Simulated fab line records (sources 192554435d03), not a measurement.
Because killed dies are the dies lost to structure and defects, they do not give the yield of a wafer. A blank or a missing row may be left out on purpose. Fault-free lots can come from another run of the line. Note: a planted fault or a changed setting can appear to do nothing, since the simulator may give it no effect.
Code-filled problem report in 8D (eight disciplines) form :: flow n5-finfet :: the parts of the form that need people (team, actions taken, sign-off) are left out

1. WHAT WENT WRONG
At N5_BEOL_M8_COAT_05, spin-speed-rpm averages 1588.8 rpm over 6 wafers from 2 lots, while fault-free wafers read 1500.2 rpm, standard deviation 1.2. That puts it +74 standard deviations away from the usual mean.
The step: resist thk 90 nm.
The first sign was on wafer L502.2 at day 13 18:01, on litho-track-02. The record has a number at this step for 18 wafers belonging to 6 lots. Rule for "out", or "out of limits": more than 4 standard deviations from the usual mean. All remaining wafers that have a number are taken as sound.

2. WHAT IT IS AND WHAT IT IS NOT
question: which readings at this step
is: spin-speed-rpm
is not: chill-plate-temp-C, dispense-pressure-kPa, resist-line-temp-C

question: which lots
is: L502, L505
is not: L491, L492, L508, L511

question: which wafers of those lots
is: all that have a number
is not: -

question: read on which tools
is: litho-track-02
is not: litho-track-03

question: when
is: from day 13 18:01
is not: up to then (6 sound wafers); but 6 sound wafers of L508, L511 came after

3. THE SUSPECTS, EACH WITH WHAT RULES IT OUT
Counting: a tool stays on the suspect list if, at a process step up to the reading, it processed all lots that are out and no sound lot following the first of them.
- litho-track-02 at N5_BEOL_M8_COAT_05 (resist thk 90 nm): kept. It processed each lot that is out, first L502 at day 13 18:01, and no sound lot thereafter; up to then, the last sound lot it processed was L491 at day 10 09:23. On those wafers its own readings are out: spin-speed-rpm.
Remaining after the count: litho-track-02 at N5_BEOL_M8_COAT_05.

4. THE CAUSE (what the simulator had put in)
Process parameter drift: litho-track-02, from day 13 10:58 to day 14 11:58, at N5_BEOL_M8_COAT_05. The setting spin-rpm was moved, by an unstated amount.
This tool alone remained once counting was done.

5. SEQUENCE OF EFFECTS, ordered by route
One row per reading whose mean, taken over the struck wafers that have a number, lies over 3 standard deviations from the usual. Readings are gone through only where the record gives a usual standard deviation; hours: the median, over the lots, of the time from a lot's start at the first step in this table giving one to that lot's start at this step; sigmas: the change measured in usual standard deviations.
hours: 0
step: N5_BEOL_M8_COAT_05
reading: spin-speed-rpm
usual: 1500.2 rpm
on struck wafers: 1588.8
change: +88.6
sigmas: +74
The process steps in it:
- N5_BEOL_M8_COAT_05: resist thk 90 nm.
Later steps that measure or inspect, where all struck wafers having a row at the step show a number for every such reading and not one has moved that far: N5_BEOL_M8_CD_MEAS_11, N5_BEOL_M8_OVL_MEAS_12, N5_BEOL_M8_INSPECT_13.

6. WHAT WOULD HAVE CAUGHT IT SOONER
7 hours passed between the start of the fault at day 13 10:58 and the first reading out of limits in this record, taken at day 13 18:01.
